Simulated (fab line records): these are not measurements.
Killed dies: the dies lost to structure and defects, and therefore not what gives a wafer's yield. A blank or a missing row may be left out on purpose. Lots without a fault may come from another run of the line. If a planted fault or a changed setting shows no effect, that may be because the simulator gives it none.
Chamber matching + flow nand_harc + rie_si-06 running NHARC_A_WL_FILL_ETCHBACK_26: 4 sister chambers
The step etches the open film in HBr, target depth 52 nm, time 13.3 s. 4 wafers are shown with their chamber, then 11 later ones without.

== EACH WAFER AND ITS CHAMBER ==
| wafer  | chamber | drypump_motor_current_A (A) |
|--------|---------|-----------------------------|
| L084.1 | 1       | 5.5                         |
| L085.1 | 0       | 5.6                         |
| L085.6 | 3       | 6.1                         |
| L088.1 | 2       | 6.1                         |

== WAFERS WITH NO CHAMBER GIVEN ==
| wafer  | drypump_motor_current_A (A) |
|--------|-----------------------------|
| L088.3 | 5.6                         |
| L088.4 | 5.4                         |
| L090.1 | 5.6                         |
| L090.2 | 5.5                         |
| L090.4 | 6.1                         |
| L096.1 | 6.1                         |
| L096.5 | 5.5                         |
| L096.6 | 5.6                         |
| L095.1 | 6.1                         |
| L095.4 | 5.6                         |
| L095.6 | 5.5                         |

== WHICH CHAMBER EACH WENT THROUGH ==
| wafer  | from the rows above     | in truth                   |
|--------|-------------------------|----------------------------|
| L088.3 | 0                       | 0                          |
| L088.4 | 1                       | 1                          |
| L090.1 | 0                       | 0                          |
| L090.2 | 1                       | 1                          |
| L090.4 | can't be placed: 2 or 3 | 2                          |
| L096.1 | can't be placed: 2 or 3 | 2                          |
| L096.5 | 1                       | 1                          |
| L096.6 | 0                       | 0                          |
| L095.1 | can't be placed: 2 or 3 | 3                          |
| L095.4 | 0                       | 0                          |
| L095.6 | 1                       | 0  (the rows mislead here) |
Correctly placed: 7 of 11. These rows do not allow placing 3 (true chamber among the candidates in 3). Placed wrongly: 1.
How it was worked out, from the rows above alone: a wafer's distance from a chamber is the root of the sum, over the readings, of the square of ((its reading less the chamber's mean) divided by the reading's scatter). The wafer belongs to the nearest chamber; if the next one is less than 2 further off, it can't be placed. For every chamber, the mean is computed from those of its wafers that are shown. The scatter (one wafer shown for each chamber): square how far every hidden wafer sits from the nearest shown wafer, average those squares and take the square root.
